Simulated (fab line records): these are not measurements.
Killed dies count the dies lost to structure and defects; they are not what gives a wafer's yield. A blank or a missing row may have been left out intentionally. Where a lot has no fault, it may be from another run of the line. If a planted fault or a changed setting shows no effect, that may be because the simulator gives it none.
Which tool is to blame? :: flow nand harc :: 15 lots, 43 wafers sampled, at 4 steps of a route of 1159

== WHAT THE GAUGES READ, wafer by wafer ==
NHARC_P_M0_OVL_MEAS_10: pitch 180 nm.
lot: L532
measured: day 5 21:08
on: overlay-02
overlay x nm (nm): 0.5 0.4 0.9
overlay y nm (nm): 0.2 0.1 0.5

lot: L533
measured: day 5 21:38
on: overlay-02
overlay x nm (nm): -0.3 -0.7 -0.5
overlay y nm (nm): 0.6 0.6 0.5

lot: L534
measured: day 6 04:14
on: overlay-01
overlay x nm (nm): -0.3 -0.9 -1.2
overlay y nm (nm): 0.6 0.7 0.8

lot: L541
measured: day 7 19:32
on: overlay-02
overlay x nm (nm): 1.5 1.6
overlay y nm (nm): -0.3 -0.1

lot: L542
measured: day 8 08:01
on: overlay-02
overlay x nm (nm): -2.7 -2.7 -2.2
overlay y nm (nm): -0.1 0.1 -0.1

lot: L543
measured: day 8 12:22
on: overlay-01
overlay x nm (nm): -1.1 -0.7
overlay y nm (nm): 0.1 0.1

lot: L546
measured: day 8 21:35
on: overlay-02
overlay x nm (nm): -0.6 -0.2 -0.3
overlay y nm (nm): 0.0 -0.7 -0.8

lot: L545
measured: day 9 03:43
on: overlay-01
overlay x nm (nm): -0.2 0.1 -0.3
overlay y nm (nm): -0.6 -1.4 0.0

lot: L547
measured: day 9 18:17
on: overlay-02
overlay x nm (nm): 0.2 0.6 0.6
overlay y nm (nm): -1.7 -1.7 -2.1

lot: L548
measured: day 10 01:32
on: overlay-02
overlay x nm (nm): 0.6 0.3 -0.2
overlay y nm (nm): 2.3 1.5 1.5

lot: L551
measured: day 10 09:50
on: overlay-02
overlay x nm (nm): -0.4 0.1 -0.5
overlay y nm (nm): 0.6 0.7 0.1

lot: L550
measured: day 10 10:58
on: overlay-02
overlay x nm (nm): -0.3 -0.6 -0.6
overlay y nm (nm): 0.6 0.3 0.0

lot: L553
measured: day 10 20:25
on: overlay-01
overlay x nm (nm): 0.2 -0.2 0.7
overlay y nm (nm): 0.1 -0.3 -0.5

lot: L554
measured: day 11 10:50
on: overlay-01
overlay x nm (nm): -1.4 -1.5 -0.9
overlay y nm (nm): -1.0 -0.7 -0.4

lot: L555
measured: day 11 11:13
on: overlay-01
overlay x nm (nm): 0.8 0.6 0.7
overlay y nm (nm): 0.9 0.7 0.5

== TOOL THAT RAN EACH LOT (tool first, then ch and the chambers of the sampled wafers, then the start) ==
lot: L532
NHARC_P_GATE_STRIP_76: plasma asher-02 ch 0,1, day 5 10:19
NHARC_P_CONTACT_CMP_01: cmp-02 ch 0,1, day 5 15:23
NHARC_P_CONTACT_PRE_CLEAN_39: pvd sputter-02, day 5 17:58

lot: L533
NHARC_P_GATE_STRIP_76: plasma asher-02 ch 0,1, day 5 10:59
NHARC_P_CONTACT_CMP_01: cmp-03 ch 0,2,3, day 5 15:49
NHARC_P_CONTACT_PRE_CLEAN_39: pvd sputter-02, day 5 18:26

lot: L534
NHARC_P_GATE_STRIP_76: plasma asher-01 ch 0, day 5 17:10
NHARC_P_CONTACT_CMP_01: cmp-03 ch 1,2, day 5 22:01
NHARC_P_CONTACT_PRE_CLEAN_39: pvd sputter-03, day 6 00:41

lot: L541
NHARC_P_GATE_STRIP_76: plasma asher-01 ch 1, day 7 09:05
NHARC_P_CONTACT_CMP_01: cmp-02 ch 0,3, day 7 14:05
NHARC_P_CONTACT_PRE_CLEAN_39: pvd sputter-02, day 7 16:53

lot: L542
NHARC_P_GATE_STRIP_76: plasma asher-02 ch 0,1, day 7 21:41
NHARC_P_CONTACT_CMP_01: cmp-03 ch 1,2,3, day 8 02:52
NHARC_P_CONTACT_PRE_CLEAN_39: pvd sputter-02, day 8 05:34

lot: L543
NHARC_P_GATE_STRIP_76: plasma asher-02 ch 0,1, day 8 02:23
NHARC_P_CONTACT_CMP_01: cmp-02 ch 1,2, day 8 07:13
NHARC_P_CONTACT_PRE_CLEAN_39: pvd sputter-02, day 8 09:54

lot: L546
NHARC_P_GATE_STRIP_76: plasma asher-02 ch 0,1, day 8 11:44
NHARC_P_CONTACT_CMP_01: cmp-02 ch 0,1,2, day 8 16:25
NHARC_P_CONTACT_PRE_CLEAN_39: pvd sputter-03, day 8 18:56

lot: L545
NHARC_P_GATE_STRIP_76: plasma asher-01 ch 0,1, day 8 16:25
NHARC_P_CONTACT_CMP_01: cmp-03 ch 0,1,3, day 8 21:28
NHARC_P_CONTACT_PRE_CLEAN_39: pvd sputter-01, day 9 00:01

lot: L547
NHARC_P_GATE_STRIP_76: plasma asher-02 ch 0,1, day 9 03:36
NHARC_P_CONTACT_CMP_01: cmp-03 ch 0,3, day 9 08:23
NHARC_P_CONTACT_PRE_CLEAN_39: pvd sputter-01, day 9 11:03

lot: L548
NHARC_P_GATE_STRIP_76: plasma asher-01 ch 1, day 9 10:23
NHARC_P_CONTACT_CMP_01: cmp-02 ch 0,2, day 9 16:20
NHARC_P_CONTACT_PRE_CLEAN_39: pvd sputter-03, day 9 19:06

lot: L551
NHARC_P_GATE_STRIP_76: plasma asher-01 ch 0,1, day 9 21:03
NHARC_P_CONTACT_CMP_01: cmp-03 ch 0,1,3, day 10 01:58
NHARC_P_CONTACT_PRE_CLEAN_39: pvd sputter-03, day 10 04:53

lot: L550
NHARC_P_GATE_STRIP_76: plasma asher-02 ch 0,1, day 9 22:28
NHARC_P_CONTACT_CMP_01: cmp-04 ch 0,3, day 10 03:11
NHARC_P_CONTACT_PRE_CLEAN_39: pvd sputter-01, day 10 05:59

lot: L553
NHARC_P_GATE_STRIP_76: plasma asher-02 ch 0,1, day 10 09:01
NHARC_P_CONTACT_CMP_01: cmp-03 ch 0,1,3, day 10 14:28
NHARC_P_CONTACT_PRE_CLEAN_39: pvd sputter-01, day 10 17:46

lot: L554
NHARC_P_GATE_STRIP_76: plasma asher-02 ch 1, day 11 00:41
NHARC_P_CONTACT_CMP_01: cmp-02 ch 0,1,2, day 11 05:32
NHARC_P_CONTACT_PRE_CLEAN_39: pvd sputter-03, day 11 08:20

lot: L555
NHARC_P_GATE_STRIP_76: plasma asher-01 ch 0,1, day 11 00:56
NHARC_P_CONTACT_CMP_01: cmp-04 ch 1,2, day 11 05:58
NHARC_P_CONTACT_PRE_CLEAN_39: pvd sputter-03, day 11 08:47
- NHARC_P_GATE_STRIP_76: strips in O2.
- NHARC_P_CONTACT_CMP_01: polishes SiO2, target thk 200 nm.
- NHARC_P_CONTACT_PRE_CLEAN_39: time 19.5 s.

== AS READ BY THE TOOLS THEMSELVES (means over the sampled wafers that have a number; for cases with no such wafer, the mark the record gives instead) ==
NHARC_P_GATE_STRIP_76.
lot: L532
tool: plasma asher-02
drypump motor current A (A): 5.6
heater power w (W): 322

lot: L533
tool: plasma asher-02
drypump motor current A (A): 5.6
heater power w (W): 315

lot: L534
tool: plasma asher-01
drypump motor current A (A): 5.8
heater power w (W): 349

lot: L541
tool: plasma asher-01
drypump motor current A (A): 5.9
heater power w (W): 338

lot: L542
tool: plasma asher-02
drypump motor current A (A): 6.1
heater power w (W): 322

lot: L543
tool: plasma asher-02
drypump motor current A (A): 5.8
heater power w (W): 326

lot: L546
tool: plasma asher-02
drypump motor current A (A): 6.1
heater power w (W): 324

lot: L545
tool: plasma asher-01
drypump motor current A (A): 5.9
heater power w (W): 339

lot: L547
tool: plasma asher-02
drypump motor current A (A): 5.6
heater power w (W): 304

lot: L548
tool: plasma asher-01
drypump motor current A (A): 5.9
heater power w (W): 344

lot: L551
tool: plasma asher-01
drypump motor current A (A): 5.8
heater power w (W): 339

lot: L550
tool: plasma asher-02
drypump motor current A (A): 6.1
heater power w (W): 302

lot: L553
tool: plasma asher-02
drypump motor current A (A): 6.1
heater power w (W): 304

lot: L554
tool: plasma asher-02
drypump motor current A (A): 6.6
heater power w (W): 303

lot: L555
tool: plasma asher-01
drypump motor current A (A): 5.9
heater power w (W): 347

NHARC_P_CONTACT_CMP_01.
lot: L532
tool: cmp-02
motor current A (A): 11.6

lot: L533
tool: cmp-03
motor current A (A): 12.0

lot: L534
tool: cmp-03
motor current A (A): 12.1

lot: L541
tool: cmp-02
motor current A (A): 10.2

lot: L542
tool: cmp-03
motor current A (A): 11.5

lot: L543
tool: cmp-02
motor current A (A): 11.9

lot: L546
tool: cmp-02
motor current A (A): 11.9

lot: L545
tool: cmp-03
motor current A (A): 12.3

lot: L547
tool: cmp-03
motor current A (A): 11.1

lot: L548
tool: cmp-02
motor current A (A): 11.2

lot: L551
tool: cmp-03
motor current A (A): 11.9

lot: L550
tool: cmp-04
motor current A (A): 11.2

lot: L553
tool: cmp-03
motor current A (A): 12.1

lot: L554
tool: cmp-02
motor current A (A): 12.1

lot: L555
tool: cmp-04
motor current A (A): 11.5

== THE ANSWER, worked out from the rows above alone ==
Rule: the usual values come from the lots themselves. Put in order of their means at a reading, lots are off if they are a third of the lots or fewer, leave a main group of 4 or more, and stand apart from it by a gap of 3 or more times the standard deviation of the main group's means; of several such gaps the widest counts. Not used: any main group whose means are identical at the precision the tables above print for the reading. A lot without any number at a reading at which 4 lots or more have one is off too. All remaining lots with rows at the step are treated as sound. The gauges are gone through in route order, then the tools' own readings, and for those a lot's mean is taken as printed above. At the first step where some lot is off, the reading lying furthest off is the one used; lots without a number count as furthest.
No lot is off at any reading shown: from this, nothing can be told.

== WHAT WAS PUT IN BY THE SIMULATOR ==
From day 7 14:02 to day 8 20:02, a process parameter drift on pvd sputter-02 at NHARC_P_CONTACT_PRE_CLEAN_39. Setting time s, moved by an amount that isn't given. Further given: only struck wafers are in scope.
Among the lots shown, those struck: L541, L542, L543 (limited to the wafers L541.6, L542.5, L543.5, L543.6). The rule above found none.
